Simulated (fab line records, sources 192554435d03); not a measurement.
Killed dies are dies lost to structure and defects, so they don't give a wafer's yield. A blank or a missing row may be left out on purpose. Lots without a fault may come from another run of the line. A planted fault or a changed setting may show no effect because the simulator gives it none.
fab line records | flow n5_finfet
record lots=7 wafers=21
route steps=1938 shown BEOL_M2@851 BEOL_M3@980 BEOL_M5@1112
start_h: hours from the record's first day to the start of the lot's first wafer shown | wait_h: hours since the lot's step before | " the same as in the row above | L1.1+2: a row that stands for several wafers | - no value, or no start given | * or withheld: withheld | < > ~ a bound
route shown NAME@n: a module of which the file shows steps, and the number in the route of the first | usual: mean/standard deviation of fault-free wafers | same: alike in all rows | chamber/n: place in a boat | sites: the reading at each site | _std_site: their standard deviation | _edge_site: outer sites' mean less inner sites' | radius_mm: how far each site lies from the wafer's centre | mask NAME#n: copy n | behind: the tool/chamber that last shaped the wafer | hold: why the lot was held/for how many hours/how that ended | device: the transistor (n, p or np) that didn't switch | end of line: the same wafers' tests at the end of the route | a step without rows: its recipe alone | killed: dies lost to structure and defects at the first sort, not the wafer's yield | map: a wafer's dies, x killed, . not, _ none there
set.NAME: the setting as run; set.NAME@STEP: as run at that earlier step | model.NAME: the simulator's own value behind a step, which no gauge read
lots whose settings were changed on purpose; a table a step, a row a wafer
## steps
# step N5_BEOL_M2_EXPOSE_08
# recipe mask_id=M2 na=0.33 source_shape=dipole sigma_inner=0.369 sigma_outer=0.767 polarization=unpolarized dose_mj=41.25
# columns lot.wafer tool chamber start_h wait_h mask set.dose_mj
L076.1+3+6 euv_scanner-01 0 148.04 - M2#0 41.25
L080.2+6 euv_scanner-02 0 170.23 - M2#0 41.25
L080.4 " 0 " " M2#0 43.54
L079.2+3 euv_scanner-01 0 171.29 - M2#0 40.16
L079.5 " 0 " " M2#0 41.25
L084.3 euv_scanner-02 0 195.41 - M2#0 41.25
L084.4+6 " 0 " " M2#0 43.98
L088.2+4+6 euv_scanner-01 0 219.30 - M2#0 41.25
L094.1+3 euv_scanner-02 0 264.07 - M2#0 41.25
L094.5 " 0 " " M2#0 38.27
L097.1+2+6 euv_scanner-02 0 273.15 - M2#0 41.25
# step N5_BEOL_M2_PEB_09
# recipe peb_temp_c=100 peb_time_s=60 resist=CAR-EUV
# step N5_BEOL_M2_DEVELOP_10
# recipe develop_time_s=30 developer=TMAH resist=CAR-EUV rinse_liquid=surfactant_rinse dry=air_spin dev_temp_c=23
# step N5_BEOL_M2_CD_MEAS_11
# recipe target_cd_nm=16.79 landing_energy_ev=500 detector=se_inlens polarity=opening
# usual cd_nm=16.74/0.24
# columns lot.wafer tool chamber start_h wait_h set.dose_mj@BEOL_M2_EXPOSE_08 cd_nm
L076.1 cd_sem-02 0 148.17 - 41.25 16.75
L076.3 " 0 " " 41.25 17.07
L076.6 " 0 " " 41.25 17.20
L080.2 cd_sem-01 0 170.36 - 41.25 16.60
L080.4 " 0 " " 43.54 17.51
L080.6 " 0 " " 41.25 16.61
L079.2 cd_sem-02 0 171.42 - 40.16 16.04
L079.3 " 0 " " 40.16 16.38
L079.5 " 0 " " 41.25 16.75
L084.3 cd_sem-03 0 195.53 - 41.25 16.66
L084.4 " 0 " " 43.98 17.53
L084.6 " 0 " " 43.98 18.06
L088.2 cd_sem-01 0 219.43 - 41.25 16.52
L088.4 " 0 " " 41.25 16.74
L088.6 " 0 " " 41.25 16.31
L094.1 cd_sem-02 0 264.20 - 41.25 17.01
L094.3 " 0 " " 41.25 16.63
L094.5 " 0 " " 38.27 15.35
L097.1 cd_sem-03 0 273.28 - 41.25 16.53
L097.2 " 0 " " 41.25 16.74
L097.6 " 0 " " 41.25 16.98
# step N5_BEOL_M2_DESCUM_16
# recipe chemistry=O2 time_s=7 source_power_w=50 bias_power_w=20 pressure_mtorr=20 rf_frequency_hz=2.712e+07 temp_c=40 resist=CAR-EUV o2_flow_sccm=225
# step N5_BEOL_M2_ETCH_74
# recipe chemistry=N2/H2 target=underlayer target_depth_a=65 mask_material=CAR-EUV time_s=5.2 ion_energy_ev=200 pressure_mtorr=30 source_w=840 bias_w=150 n2_flow_sccm=200 h2_flow_sccm=200 ends=cleared
# columns lot.wafer tool chamber start_h wait_h set.dose_mj@BEOL_M2_EXPOSE_08 model.BEOL_M2.cd_offset_nm
L076.1+3+6 rie_diel-03 3,1,0 148.33 0.0 41.25 0.2
L080.2 rie_diel-06 0 170.63 0.0 41.25 -0.2
L080.4 " 2 " " 43.54 0.8
L080.6 " 2 " " 41.25 0
L079.2 rie_diel-04 2 171.61 0.0 40.16 -0.8
L079.3 " 0 " " 40.16 -0.4
L079.5 " 1 " " 41.25 0
L084.3 rie_diel-06 0 195.77 0.0 41.25 -0.2
L084.4 " 1 " " 43.98 1
L084.6 " 1 " " 43.98 1.2
L088.2+4 rie_diel-04 3,2 219.81 0.0 41.25 -0.4
L088.6 " 3 " " 41.25 -0.2
L094.1+3 rie_diel-04 2,0 264.36 0.0 41.25 0.2
L094.5 " 1 " " 38.27 -1.2
L097.1 rie_diel-04 0 273.71 0.0 41.25 -0.2
L097.2+6 " 1,0 " " 41.25 0
# step N5_BEOL_M2_ETCH_63
# recipe chemistry=CF4 target=SiARC target_depth_a=156 mask_material=CAR-EUV time_s=26 ion_energy_ev=80 pressure_mtorr=40 source_w=545 bias_w=36 Ar_flow_sccm=100 cf4_flow_sccm=100 ends=cleared
# columns lot.wafer tool chamber start_h wait_h set.spin_rpm@BEOL_M2_COAT_62 model.etch.depth_nm
L076.1+3 rie_diel-03 3,1 148.34 0.0 1500 11.95
L076.6 " 0 " " 1500 11.96
L080.2 rie_diel-06 0 170.65 0.0 1500 11.97
L080.4 " 2 " " 1442 12.2
L080.6 " 2 " " 1442 12.22
L079.2 rie_diel-04 2 171.62 0.0 1500 11.95
L079.3 " 0 " " 1500 11.96
L079.5 " 1 " " 1500 11.94
L084.3 rie_diel-06 0 195.79 0.0 1500 11.99
L084.4 " 1 " " 1436 12.23
L084.6 " 1 " " 1500 12
L088.2+4 rie_diel-04 3,2 219.83 0.0 1500 12.01
L088.6 " 3 " " 1651 11.43
L094.1 rie_diel-04 2 264.37 0.0 1500 11.88
L094.3 " 0 " " 1500 11.95
L094.5 " 1 " " 1500 11.98
L097.1 rie_diel-04 0 273.73 0.0 1500 12.04
L097.2 " 1 " " 1500 12.06
L097.6 " 0 " " 1500 12.03
# step N5_BEOL_M2_ETCH_64
# recipe chemistry=N2/H2 target=SOC target_depth_a=750 overetch_a=225 mask_material=SiARC temp_c=40 time_s=121.9 ion_energy_ev=200 pressure_mtorr=30 source_w=840 bias_w=150 n2_flow_sccm=200 h2_flow_sccm=200
# columns lot.wafer tool chamber start_h wait_h set.dose_mj@BEOL_M2_EXPOSE_08 model.BEOL_M2.cd_offset_nm
L076.1 rie_diel-03 3 148.37 0.0 41.25 0.2
L076.3 " 1 " " 41.25 0.4
L076.6 " 0 " " 41.25 0
L080.2 rie_diel-06 0 170.68 0.0 41.25 -0.4
L080.4 " 2 " " 43.54 1
L080.6 " 2 " " 41.25 0
L079.2+3 rie_diel-04 2,0 171.65 0.0 40.16 -0.6
L079.5 " 1 " " 41.25 0.2
L084.3 rie_diel-06 0 195.82 0.0 41.25 -0.2
L084.4 " 1 " " 43.98 1
L084.6 " 1 " " 43.98 0.8
L088.2+6 rie_diel-04 3 219.86 0.0 41.25 -0.2
L088.4 " 2 " " 41.25 0
L094.1 rie_diel-04 2 264.40 0.0 41.25 0.4
L094.3 " 0 " " 41.25 0
L094.5 " 1 " " 38.27 -1.2
L097.1 rie_diel-04 0 273.76 0.0 41.25 -0.4
L097.2 " 1 " " 41.25 0
L097.6 " 0 " " 41.25 -0.2
# step N5_BEOL_M2_STRIP_65
# recipe chemistry=N2/H2 temp_c=40 n2_flow_sccm=200 h2_flow_sccm=200 rf_frequency_hz=6e+07
# step N5_BEOL_M2_STRIP_75
# recipe chemistry=N2/H2 temp_c=40 n2_flow_sccm=200 h2_flow_sccm=200 rf_frequency_hz=6e+07
# step N5_BEOL_M2_HM_OPEN_17
# recipe chemistry=Cl2/BCl3 target_depth_a=200 overetch_a=60 target=TiN mask_material=SOC ion_energy_ev=150 pressure_mtorr=10 icp_w=1000 bias_w=126 Cl2_flow_sccm=53.25 bcl3_flow_sccm=21.75 Ar_flow_sccm=25
# step N5_BEOL_M2_STRIP_19
# recipe chemistry=O2 power_w=400 temp_c=40 pressure_mtorr=30 rf_frequency_hz=6e+07 bias_power_w=0 overash_fraction=0.2 o2_flow_sccm=225
# step N5_BEOL_M2_CD_MEAS_18
# recipe pitch_nm=36 target_cd_nm=18
# usual cd_nm=17.86/0.28
# columns lot.wafer tool chamber start_h wait_h set.dose_mj@BEOL_M2_EXPOSE_08 cd_nm
L076.1 cd_sem-03 - 148.73 0.0 41.25 17.94
L076.3 " - " " 41.25 18.19
L076.6 " - " " 41.25 17.90
L080.2 cd_sem-01 - 171.03 0.1 41.25 17.49
L080.4 " - " " 43.54 18.96
L080.6 " - " " 41.25 17.95
L079.2 cd_sem-01 - 172.01 0.1 40.16 17.54
L079.3 " - " " 40.16 16.98
L079.5 " - " " 41.25 18.17
L084.3 cd_sem-01 - 196.18 0.1 41.25 17.34
L084.4 " - " " 43.98 18.95
L084.6 " - " " 43.98 18.92
L088.2 cd_sem-02 - 220.30 0.1 41.25 17.69
L088.4 " - " " 41.25 17.56
L088.6 " - " " 41.25 17.63
L094.1 cd_sem-01 - 264.82 0.0 41.25 18.49
L094.3 " - " " 41.25 18.26
L094.5 " - " " 38.27 16.82
L097.1 cd_sem-03 - 274.12 0.0 41.25 17.29
L097.2 " - " " 41.25 18.04
L097.6 " - " " 41.25 17.65
# step N5_BEOL_M2_COAT_67
# recipe resist=SOC temp_c=250 time_s=60 spin_rpm=1500 resist_thk_nm=60
# step N5_BEOL_M2_COAT_68
# recipe resist=SiARC temp_c=220 time_s=60 spin_rpm=1500 resist_thk_nm=12
# step N5_BEOL_M2_PRECLEAN_42
# recipe chemistry=residue_remover time_s=60 temp_c=40
# step N5_BEOL_M2_SRD_43
# recipe time_s=30 temp_c=23 rinse_liquid=diw dry=ipa_marangoni
# step N5_BEOL_M2_CD_MEAS_35
# recipe target_cd_nm=18 target_cd_y_nm=22.2 polarity=opening
# usual cd_nm=17.9/0.33
# columns lot.wafer tool chamber start_h wait_h set.dose_mj@BEOL_M2_EXPOSE_08 cd_nm
L076.1 cd_sem-01 - 154.07 0.0 41.25 18.4
L076.3 " - " " 41.25 18.3
L076.6 " - " " 41.25 18.2
L080.2 cd_sem-02 - 175.31 0.0 41.25 17.8
L080.4 " - " " 43.54 18.9
L080.6 " - " " 41.25 18.0
L079.2 cd_sem-03 - 175.48 0.0 40.16 17.2
L079.3 " - " " 40.16 17.4
L079.5 " - " " 41.25 17.9
L084.3 cd_sem-02 - 203.44 0.0 41.25 17.7
L084.4 " - " " 43.98 18.8
L084.6 " - " " 43.98 19.0
L088.2 cd_sem-03 - 224.95 0.0 41.25 17.5
L088.4 " - " " 41.25 17.5
L088.6 " - " " 41.25 17.8
L094.1 cd_sem-01 - 268.76 0.0 41.25 18.5
L094.3 " - " " 41.25 18.0
L094.5 " - " " 38.27 16.9
L097.1 cd_sem-02 - 277.61 0.0 41.25 17.6
L097.2 " - " " 41.25 18.2
L097.6 " - " " 41.25 18.1
# step N5_BEOL_M3_TRENCH_ETCH_37
# recipe chemistry=C4F6/O2 target_depth_a=555.55 target=SiOC time_s=29.2 ion_energy_ev=250 pressure_mtorr=30 source_w=355 bias_w=185 Ar_flow_sccm=300 C4F6_flow_sccm=10 O2_flow_sccm=10
# columns lot.wafer tool chamber start_h wait_h set.time_s model.BEOL_M3.feature_depth_nm model.etch.depth_nm
L076.1 rie_diel-01 0 - - 29.2 55.2 55.23
L076.3 " 3 " " 29.2 55.6 55.65
L076.6 " 0 " " 29.2 55.4 55.49
L079.2 rie_diel-01 0 - - 29.2 54.8 54.87
L079.3 " 3 " " 29.2 55 54.92
L079.5 " 0 " " 29.2 54.8 54.85
L080.2 rie_diel-02 0 - - 29.2 56.2 56.22
L080.4 " 1 " " 29.2 55 54.97
L080.6 " 0 " " 29.2 56.2 56.18
L084.3 rie_diel-01 3 - - 29.2 55.4 55.39
L084.4 " 0 " " 29.2 55.2 55.27
L084.6 " 1 " " 29.2 55.4 55.48
L088.2 rie_diel-02 2 - - 29.2 54.8 54.85
L088.4 " 3 " " 29.2 53.6 53.6
L088.6 " 0 " " 35.68 67.8 67.88
L094.1 rie_diel-05 2 - - 35.61 65.4 65.37
L094.3 " 3 " " 29.2 55.4 55.35
L094.5 " 3 " " 35.61 67.2 67.14
L097.1 rie_diel-02 2 - - 29.2 56 56.05
L097.2 " 0 " " 29.2 56.4 56.31
L097.6 " 3 " " 29.2 54 53.98
# step N5_BEOL_M3_ETCH_41
# recipe chemistry=CH3F/O2 target=SiCN target_depth_a=299 taper_deg=2 time_s=52.5 ion_energy_ev=120 mask_material=TiN pressure_mtorr=30 source_w=395 bias_w=75 Ar_flow_sccm=150 CH3F_flow_sccm=30 O2_flow_sccm=20
# step N5_BEOL_M3_STRIP_97
# recipe chemistry=N2/H2 time_s=10 power_w=450 temp_c=40 pressure_mtorr=20 rf_frequency_hz=6e+07 bias_power_w=7 n2_flow_sccm=200 h2_flow_sccm=200
# step N5_BEOL_M3_OCD_MEAS_38
# usual trench_depth_nm=55.0/0.97
# columns lot.wafer tool chamber start_h wait_h set.time_s@BEOL_M3_TRENCH_ETCH_37 trench_depth_nm
L076.1 ocd-02 - 162.09 - 29.2 55.5
L076.3 " - " " 29.2 55.3
L076.6 " - " " 29.2 56.0
L079.2 ocd-02 - 186.48 - 29.2 54.4
L079.3 " - " " 29.2 54.7
L079.5 " - " " 29.2 54.9
L080.2 ocd-01 - 186.64 - 29.2 56.5
L080.4 " - " " 29.2 55.0
L080.6 " - " " 29.2 56.6
L084.3 ocd-01 - 217.29 - 29.2 55.2
L084.4 " - " " 29.2 55.2
L084.6 " - " " 29.2 54.8
L088.2 ocd-02 - 232.07 - 29.2 54.8
L088.4 " - " " 29.2 54.9
L088.6 " - " " 35.68 67.7
L094.1 ocd-01 - 285.29 - 35.61 65.2
L094.3 " - " " 29.2 55.1
L094.5 " - " " 35.61 67.0
L097.1 ocd-01 - 287.09 - 29.2 56.0
L097.2 " - " " 29.2 55.9
L097.6 " - " " 29.2 53.9
# step N5_BEOL_M5_ILD_DEP_00
# recipe material=SiCOH_lowk target_thk_a=1406.4 temp_c=300 precursor=DEMS/porogen pressure_torr=5 rf_w=500 time_s=25.9
# columns lot.wafer tool chamber start_h wait_h set.temp_c model.SiCOH_lowk_of_BEOL_M5_ILD_DEP_00.thk_nm
L076.1 pecvd-01 0 176.13 0.8 305.7 134
L076.3 " 1 " " 305.7 132.4
L076.6 " 2 " " 300 140.4
L080.2 pecvd-01 0 205.30 0.7 303.6 138.2
L080.4 " 1 " " 303.6 137
L080.6 " 0 " " 300 143.2
L079.2 pecvd-03 0 205.61 0.7 302.8 135.4
L079.3 " 2 " " 302.8 136.6
L079.5 " 0 " " 300 139.2
L084.3 pecvd-03 2 235.36 0.5 300 138
L084.4 " 1 " " 300 139.8
L084.6 " 2 " " 302.1 138.6
L088.2 pecvd-03 1 245.00 0.7 301.7 137.4
L088.4 " 1 " " 301.7 140.6
L088.6 " 0 " " 300 140.2
L094.1+5 pecvd-02 0,1 302.07 0.8 300 141.6
L094.3 " 0 " " 300 141.2
L097.1 pecvd-03 2 302.82 0.8 300 136.8
L097.2 " 1 " " 300 136
L097.6 " 2 " " 300 138.6
# step N5_BEOL_M5_CURE_79
# recipe temp_c=385 time_s=240 ambient=He/Ar material=SiCOH_lowk
# columns lot.wafer tool chamber start_h wait_h set.temp_c@BEOL_M5_ILD_DEP_00 model.SiCOH_lowk_of_BEOL_M5_ILD_DEP_00.thk_nm
L076.1 uv_cure-03 2 176.19 0.0 305.7 115.2
L076.3 " 2 " " 305.7 113.8
L076.6 " 2 " " 300 120.8
L080.2 uv_cure-02 2 205.44 0.1 303.6 118.8
L080.4 " 2 " " 303.6 118
L080.6 " 2 " " 300 123.2
L079.2 uv_cure-01 1 205.75 0.1 302.8 116.4
L079.3 " 1 " " 302.8 117.6
L079.5 " 1 " " 300 119.8
L084.3 uv_cure-01 1 235.74 0.4 300 118.8
L084.4 " 1 " " 300 120.4
L084.6 " 1 " " 302.1 119.2
L088.2 uv_cure-03 1 245.14 0.1 301.7 118.2
L088.4 " 1 " " 301.7 120.8
L088.6 " 1 " " 300 120.6
L094.1 uv_cure-01 0 302.15 0.1 300 121.8
L094.3 " 0 " " 300 121.4
L094.5 " 0 " " 300 122
L097.1 uv_cure-02 2 303.34 0.5 300 117.8
L097.2 " 2 " " 300 117
L097.6 " 2 " " 300 119.2
# step N5_BEOL_M5_THK_MEAS_01
# recipe reads=SiCOH_lowk_of_BEOL_M5_ILD_DEP_00
# usual M5_ILD_THK=120.6/1.6
# columns lot.wafer tool chamber start_h wait_h set.temp_c@BEOL_M5_ILD_DEP_00 M5_ILD_THK[nm]
L076.1 film_metro-02 - 176.70 0.4 305.7 115.3
L076.3 " - " " 305.7 113.8
L076.6 " - " " 300 120.8
L080.2 film_metro-02 - 205.88 0.4 303.6 118.9
L080.4 " - " " 303.6 117.8
L080.6 " - " " 300 123.2
L079.2 film_metro-02 - 206.18 0.4 302.8 116.4
L079.3 " - " " 302.8 117.5
L079.5 " - " " 300 119.7
L084.3 film_metro-01 - 236.41 0.5 300 118.7
L084.4 " - " " 300 120.4
L084.6 " - " " 302.1 119.2
L088.2 film_metro-02 - 245.57 0.4 301.7 118.1
L088.4 " - " " 301.7 120.8
L088.6 " - " " 300 120.6
L094.1 film_metro-01 - 302.66 0.4 300 121.8
L094.3 " - " " 300 121.5
L094.5 " - " " 300 121.8
L097.1 film_metro-02 - 303.85 0.4 300 117.7
L097.2 " - " " 300 117.0
L097.6 " - " " 300 119.1
# step N5_BEOL_M5_COAT_60
# recipe resist=SiARC temp_c=220 time_s=60 spin_rpm=1500 resist_thk_nm=12
# columns lot.wafer tool chamber start_h wait_h set.spin_rpm model.SiARC_of_BEOL_M5_COAT_60.thk_nm
L076.1+3+6 litho_track-01 0 - - 1586 11.6
L080.2 litho_track-05 0 - - 1605 11.6
L080.4+6 " 0 " " 1500 12
L079.2 litho_track-05 0 - - 1422 12.4
L079.3+5 " 0 " " 1500 12
L084.3 litho_track-01 0 - - 1500 12
L084.4+6 " 0 " " 1645 11.4
L088.2+4 litho_track-01 0 - - 1500 12
L088.6 " 0 " " 1410 12.4
L094.1+5 litho_track-01 0 - - 1500 12
L094.3 " 0 " " 1380 12.6
L097.1+2+6 litho_track-01 0 - - 1500 12
# step N5_BEOL_M5_COAT_71
# recipe resist=underlayer temp_c=205 time_s=60 spin_rpm=1500 resist_thk_nm=5
# step N5_BEOL_M5_COAT_05
# recipe resist=CAR-EUV spin_rpm=1500 resist_thk_nm=30
# step N5_BEOL_M5_DESCUM_16
# recipe chemistry=O2 time_s=7 source_power_w=50 bias_power_w=20 pressure_mtorr=20 rf_frequency_hz=2.712e+07 temp_c=40 resist=CAR-EUV o2_flow_sccm=225
# step N5_BEOL_M5_ETCH_72
# recipe chemistry=N2/H2 target=underlayer target_depth_a=65 mask_material=CAR-EUV time_s=5.2 ion_energy_ev=200 pressure_mtorr=30 source_w=840 bias_w=150 n2_flow_sccm=200 h2_flow_sccm=200 ends=cleared
# step N5_BEOL_M5_ETCH_61
# recipe chemistry=CF4 target=SiARC target_depth_a=156 mask_material=CAR-EUV time_s=26 ion_energy_ev=80 pressure_mtorr=40 source_w=545 bias_w=36 Ar_flow_sccm=100 cf4_flow_sccm=100 ends=cleared
# columns lot.wafer tool chamber start_h wait_h set.spin_rpm@BEOL_M5_COAT_60 model.etch.depth_nm
L076.1+6 rie_diel-02 1,2 179.86 0.0 1586 11.66
L076.3 " 2 " " 1586 11.65
L080.2 rie_diel-01 2 207.42 0.0 1605 11.62
L080.4 " 3 " " 1500 12.03
L080.6 " 3 " " 1500 12.05
L079.2 rie_diel-05 0 207.57 0.0 1422 12.33
L079.3 " 3 " " 1500 12.02
L079.5 " 3 " " 1500 11.98
L084.3 rie_diel-05 3 237.88 0.0 1500 11.97
L084.4+6 " 0,1 " " 1645 11.43
L088.2 rie_diel-02 2 246.69 0.0 1500 11.99
L088.4 " 1 " " 1500 12
L088.6 " 2 " " 1410 12.35
L094.1 rie_diel-02 1 303.99 0.0 1500 12.01
L094.3 " 0 " " 1380 12.52
L094.5 " 0 " " 1500 11.99
L097.1+6 rie_diel-01 1 304.55 0.0 1500 11.98
L097.2 " 0 " " 1500 12.03
# step N5_BEOL_M5_ETCH_62
# recipe chemistry=N2/H2 target=SOC target_depth_a=750 overetch_a=150 mask_material=SiARC temp_c=40 time_s=112.5 ion_energy_ev=200 pressure_mtorr=30 source_w=840 bias_w=150 n2_flow_sccm=200 h2_flow_sccm=200
# columns lot.wafer tool chamber start_h wait_h set.spin_rpm@BEOL_M5_COAT_60 model.SiARC_of_BEOL_M5_COAT_60.thk_nm
L076.1+3+6 rie_diel-02 1,2,2 179.89 0.0 1586 6.4
L080.2 rie_diel-01 2 207.44 0.0 1605 6.4
L080.4+6 " 3 " " 1500 6.8
L079.2 rie_diel-05 0 207.60 0.0 1422 6.8
L079.3+5 " 3 " " 1500 6.8
L084.3 rie_diel-05 3 237.91 0.0 1500 6.8
L084.4 " 0 " " 1645 6
L084.6 " 1 " " 1645 6.4
L088.2+4 rie_diel-02 2,1 246.72 0.0 1500 6.8
L088.6 " 2 " " 1410 7.2
L094.1 rie_diel-02 1 304.02 0.0 1500 6.8
L094.3 " 0 " " 1380 7.2
L094.5 " 0 " " 1500 6.6
L097.1+2+6 rie_diel-01 1,0,1 304.58 0.0 1500 7
# step N5_BEOL_M5_COAT_66
# recipe resist=SiARC temp_c=220 time_s=60 spin_rpm=1500 resist_thk_nm=12
# columns lot.wafer tool chamber start_h wait_h set.spin_rpm model.SiARC_of_BEOL_M5_COAT_66.thk_nm
L076.1+6 litho_track-05 0 - - 1500 12
L076.3 " 0 " " 1333 12.8
L079.2+3+5 litho_track-01 0 - - 1500 12
L080.2+4 litho_track-04 0 - - 1500 12
L080.6 " 0 " " 1546 11.8
L084.3 litho_track-05 0 - - 1633 11.6
L084.4 " 0 " " 1633 11.4
L084.6 " 0 " " 1500 12
L088.2+4+6 litho_track-05 0 - - 1500 12
L097.1+2+6 litho_track-04 0 - - 1500 12
L094.1 litho_track-05 0 - - 1500 12
L094.3+5 " 0 " " 1375 12.6
## key
split step=N5_BEOL_M2_EXPOSE_08 setting=dose_mj stated=41.25 by=wafer
response step=N5_BEOL_M2_CD_MEAS_11 reading=cd_nm change=+0.183 per=1% r=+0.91
response step=N5_BEOL_M2_ETCH_74 reading=model.BEOL_M2.cd_offset_nm change=+0.189 per=1% r=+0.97
response step=N5_BEOL_M2_ETCH_64 reading=model.BEOL_M2.cd_offset_nm change=+0.196 per=1% r=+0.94
response step=N5_BEOL_M2_CD_MEAS_18 reading=cd_nm change=+0.232 per=1% r=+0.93
response step=N5_BEOL_M2_CD_MEAS_35 reading=cd_nm change=+0.186 per=1% r=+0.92
split step=N5_BEOL_M3_TRENCH_ETCH_37 setting=time_s stated=29.2 by=wafer
response step=N5_BEOL_M3_TRENCH_ETCH_37 reading=model.BEOL_M3.feature_depth_nm change=+0.555 per=1% r=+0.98
response step=N5_BEOL_M3_TRENCH_ETCH_37 reading=model.etch.depth_nm change=+0.557 per=1% r=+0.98
response step=N5_BEOL_M3_OCD_MEAS_38 reading=trench_depth_nm change=+0.539 per=1% r=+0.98
split step=N5_BEOL_M5_ILD_DEP_00 setting=temp_c stated=300 by=wafer
response step=N5_BEOL_M5_ILD_DEP_00 reading=model.SiCOH_lowk_of_BEOL_M5_ILD_DEP_00.thk_nm change=-3.61 per=1% r=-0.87
response step=N5_BEOL_M5_CURE_79 reading=model.SiCOH_lowk_of_BEOL_M5_ILD_DEP_00.thk_nm change=-3.16 per=1% r=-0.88
response step=N5_BEOL_M5_THK_MEAS_01 reading=M5_ILD_THK change=-3.13 per=1% r=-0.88
split step=N5_BEOL_M5_COAT_60 setting=spin_rpm stated=1500 by=wafer
response step=N5_BEOL_M5_COAT_60 reading=model.SiARC_of_BEOL_M5_COAT_60.thk_nm change=-0.0663 per=1% r=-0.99
response step=N5_BEOL_M5_ETCH_61 reading=model.etch.depth_nm change=-0.0598 per=1% r=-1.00
response step=N5_BEOL_M5_ETCH_62 reading=model.SiARC_of_BEOL_M5_COAT_60.thk_nm change=-0.0557 per=1% r=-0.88
split step=N5_BEOL_M5_COAT_66 setting=spin_rpm stated=1500 by=wafer
response step=N5_BEOL_M5_COAT_66 reading=model.SiARC_of_BEOL_M5_COAT_66.thk_nm change=-0.0673 per=1% r=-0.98
split outside_this_file step=N5_BEOL_M2_COAT_62 setting=spin_rpm
# split outside_this_file: this setting was split too, and the file shows its column; the key of that split is in another file
